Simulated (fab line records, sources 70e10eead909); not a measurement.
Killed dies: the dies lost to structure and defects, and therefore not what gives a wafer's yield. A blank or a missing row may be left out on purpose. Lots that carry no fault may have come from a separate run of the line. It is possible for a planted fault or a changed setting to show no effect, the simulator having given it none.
Matching of chambers ; flow nand-harc ; NHARC_P_STI_PRECLEAN_32 on wet-bench-09 has 8 sister chambers
The step cleans in SC1. 14 wafers are shown with their chamber, then 8 later ones without.

== WAFERS PAIRED WITH THEIR CHAMBERS ==
wafer;chamber;temp-c (C)
L774.2;6;49.82
L774.5;3;50.03
L774.6;2;50.04
L775.2;5;50.11
L775.6;4;50.01
L777.3;7;50.10
L777.6;6;50.04
L778.1;3;50.08
L778.2;0;49.79
L778.3;4;49.96
L783.1;2;49.85
L783.3;1;50.03
L783.6;0;49.98
L788.1;5;50.01

== WAFERS WITH NO CHAMBER GIVEN ==
wafer;temp-c (C)
L788.3;50.20
L788.6;50.01
L790.1;49.81
L790.2;49.97
L790.3;50.01
L793.1;50.13
L793.3;50.16
L793.4;50.16

== EACH ONE'S CHAMBER ==
wafer;from the rows above;in truth
L788.3;can't be placed: 7 or 5 or 3 or 1 or 4 or 2 or 6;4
L788.6;can't be placed: 1 or 4 or 3 or 5 or 2 or 6 or 7 or 0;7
L790.1;can't be placed: 0 or 6 or 2 or 4 or 1 or 3 or 5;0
L790.2;can't be placed: 4 or 2 or 6 or 1 or 0 or 3 or 5 or 7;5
L790.3;can't be placed: 1 or 4 or 3 or 5 or 2 or 6 or 7 or 0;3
L793.1;can't be placed: 7 or 5 or 3 or 1 or 4 or 2 or 6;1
L793.3;can't be placed: 7 or 5 or 3 or 1 or 4 or 2 or 6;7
L793.4;can't be placed: 7 or 5 or 3 or 1 or 4 or 2 or 6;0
Correctly placed: 0 of 8. Can't be placed from these rows: 8 (the true chamber is among the candidates in 7). Number placed wrongly: 0.
How it was worked out, from the rows above alone: a wafer's distance from a chamber is the root of the sum, over the readings, of the square of ((its reading less the chamber's mean) divided by the reading's scatter). The wafer belongs to the nearest chamber; if the next one is less than 2 further off, it can't be placed. A chamber's mean is the mean of its shown wafers. The scatter: the root of (the sum of the squares of (reading less its chamber's mean) over the shown wafers, divided by (wafers less chambers)).
